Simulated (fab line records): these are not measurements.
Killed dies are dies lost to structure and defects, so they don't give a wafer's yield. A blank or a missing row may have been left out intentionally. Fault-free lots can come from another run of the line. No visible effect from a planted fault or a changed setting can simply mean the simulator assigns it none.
Chamber matching | flow n5Finfet | uvCure-01 running N5_BEOL_M7_CURE_75: 3 sister chambers
The step cures SiCOH lowk, time 120 s. 6 wafers are shown with their chamber, then 11 later ones without.

## WAFERS, EACH WITH ITS CHAMBER
wafer  | chamber | wafer_temp_C_max | lampPowerPct (%)
L083.5 | 1       | 372.3            | 52.32
L083.6 | 1       | 371.3            | 52.29
L088.4 | 2       | 371.7            | 52.26
L088.6 | 2       | 371.1            | 52.27
L091.6 | 0       | 371.5            | 52.33
L089.2 | 0       | 372.0            | 52.32

## WAFERS WHOSE CHAMBER IS MISSING
wafer  | wafer_temp_C_max | lampPowerPct (%)
L089.3 | 371.6            | 52.23
L089.6 | 371.9            | 52.33
L092.3 | 371.9            | 52.45
L092.4 | 372.0            | 52.34
L092.6 | 371.5            | 52.35
L093.1 | 372.1            | 52.23
L093.3 | 371.9            | 52.25
L093.4 | 371.7            | 52.20
L097.1 | 370.9            | 52.41
L097.2 | 371.4            | 52.34
L097.4 | 371.1            | 52.27

## WHICH CHAMBER EACH WENT THROUGH
wafer  | from the rows above     | in truth
L089.3 | 2                       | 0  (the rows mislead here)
L089.6 | can't be placed: 0 or 1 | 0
L092.3 | can't be placed: 0 or 1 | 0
L092.4 | can't be placed: 0 or 1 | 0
L092.6 | can't be placed: 0 or 1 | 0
L093.1 | 2                       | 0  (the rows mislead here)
L093.3 | 2                       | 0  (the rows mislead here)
L093.4 | 2                       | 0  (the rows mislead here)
L097.1 | can't be placed: 0 or 1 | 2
L097.2 | can't be placed: 0 or 1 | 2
L097.4 | 2                       | 2
Correct placement for 1 of the 11. Can't be placed from these rows: 6 (the true chamber is among the candidates in 4). Placed wrongly: 4.
How it was worked out, from the rows above alone: a wafer's distance from a chamber is the root of the sum, over the readings, of the square of ((its reading less the chamber's mean) divided by the reading's scatter). The wafer belongs to the nearest chamber; if the next one is less than 2 further off, it can't be placed. For every chamber, the mean is computed from those of its wafers that are shown. The scatter is the square root of a quotient: the sum, over the shown wafers, of each reading's squared deviation from its chamber's mean, divided by wafers minus chambers.
